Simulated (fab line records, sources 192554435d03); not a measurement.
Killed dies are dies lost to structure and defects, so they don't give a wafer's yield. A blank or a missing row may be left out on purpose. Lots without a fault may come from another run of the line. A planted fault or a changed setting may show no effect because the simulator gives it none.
Split-lot experiment | flow n5_finfet | 7 lots, 21 wafers read, on a route of 1938 steps

THE SPLIT
At N5_BEOL_M12_TRENCH_ETCH_34 (etches SiOC in C4F8/O2/Ar, target depth 318.95 nm, time 125.5 s), the setting time_s was moved away from the recipe's 125.5 s on 6 of the 21 wafers read, by -17.2% to +8.4%. The other wafers ran this setting at the recipe's value.

FROM THE SPLIT TO THE READING: what the file shows between them, 1 step
- N5_BEOL_M12_STRIP_70: strips in C4F8/O2/Ar

THE READING
trench_depth_nm, in nm, at N5_BEOL_M12_OCD_MEAS_35. Fault-free wafers of this fab line usually give 318 nm, standard deviation 4.1 nm.

wafer  | tool, chamber at the split | time_s as run, s | against the recipe | trench_depth_nm, nm | against lot-mates on the recipe
L074.2 | rie_diel-01, 3             | 108.1            | -13.9%             | 279                 | no lot-mate on the recipe
L074.3 | rie_diel-01, 2             | 108.1            | -13.9%             | 273                 | no lot-mate on the recipe
L074.5 | rie_diel-01, 3             | 108.1            | -13.9%             | 275                 | no lot-mate on the recipe
L078.3 | rie_diel-03, 1             | 125.5            | recipe             | 322                 | -
L078.5 | rie_diel-03, 0             | 125.5            | recipe             | 325                 | -
L078.6 | rie_diel-03, 1             | 103.9            | -17.2%             | 266                 | -58
L082.3 | rie_diel-03, 2             | 136              | +8.4%              | 338                 | +16
L082.5 | rie_diel-03, 0             | 125.5            | recipe             | 322                 | -
L082.6 | rie_diel-03, 3             | 136              | +8.4%              | 337                 | +15
L085.1 | rie_diel-04, 3             | 125.5            | recipe             | 315                 | -
L085.2 | rie_diel-04, 1             | 125.5            | recipe             | 317                 | -
L085.6 | rie_diel-04, 3             | 125.5            | recipe             | 316                 | -
L090.2 | rie_diel-01, 3             | 125.5            | recipe             | 321                 | -
L090.4 | rie_diel-01, 1             | 125.5            | recipe             | 322                 | -
L090.5 | rie_diel-01, 3             | 125.5            | recipe             | 321                 | -
L091.2 | rie_diel-01, 3             | 125.5            | recipe             | 319                 | -
L091.3 | rie_diel-01, 1             | 125.5            | recipe             | 323                 | -
L091.5 | rie_diel-01, 0             | 125.5            | recipe             | 314                 | -
L094.3 | rie_diel-04, 3             | 125.5            | recipe             | 318                 | -
L094.4 | rie_diel-04, 3             | 125.5            | recipe             | 314                 | -
L094.5 | rie_diel-04, 0             | 125.5            | recipe             | 322                 | -

THE FIT
A straight line over all 21 wafers: trench_depth_nm changes by +2.95 nm for each +1% of time_s; r = +0.98; the points scatter about the line by 3.9 nm.
The same after taking each lot's own level away (the mean of its wafers on the recipe; 18 wafers): +2.86 nm for each +1%; r = +0.97; scatter 4 nm.
On that fit, the largest move of time_s shifts the reading by 49 nm.
The lots' own levels span 316.0 to 323.5 nm, that is 1.8 times the standard deviation above.
So the lot-to-lot level changes the slope little: the two slopes agree.
Check: with one of the wafers moved furthest among these (-17.2%) left out of the fit, the line predicts -31.9 nm for it against its lot-mates. It came out at -57.5 nm against them.

OTHER SPLITS ON THESE WAFERS
These wafers also went through other splits before the reading. Each is held against what the fit with the lots' levels taken away leaves over:
other split on the same wafers | wafers away from the commonest value | r with trench_depth_nm (lot level and that fit taken away)
N5_BEOL_M7_COAT_05 spin_rpm    | 5                                    | -0.58
N5_BEOL_M8_ETCH_61 bias_w      | 5                                    | +0.19
N5_BEOL_M8_ETCH_65 source_w    | 8                                    | +0.06
N5_BEOL_M9_EXPOSE_25 dose_mj   | 4                                    | -0.45
N5_BEOL_M10_ETCH_62 time_s     | 6                                    | -0.10
N5_BEOL_M11_VIA_ETCH_34 time_s | 6                                    | -0.08

THE WHOLE CHAIN: every reading that the file lists as answering this split, in the file's order
step                       | what it does                                                    | reading                                                        | change (the file's fit)              | r (the file's)
N5_BEOL_M12_TRENCH_ETCH_34 | etches SiOC in C4F8/O2/Ar, target depth 318.95 nm, time 125.5 s | etch.depth_nm (the simulator's own value, which no gauge read) | +3.04 nm for each +1% of the setting | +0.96
N5_BEOL_M12_OCD_MEAS_35    |                                                                 | trench_depth_nm                                                | +3.06 nm for each +1% of the setting | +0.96

THE FILE'S OWN FIT
trench_depth_nm changes by +3.06 nm for each +1% of time_s, r = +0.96.
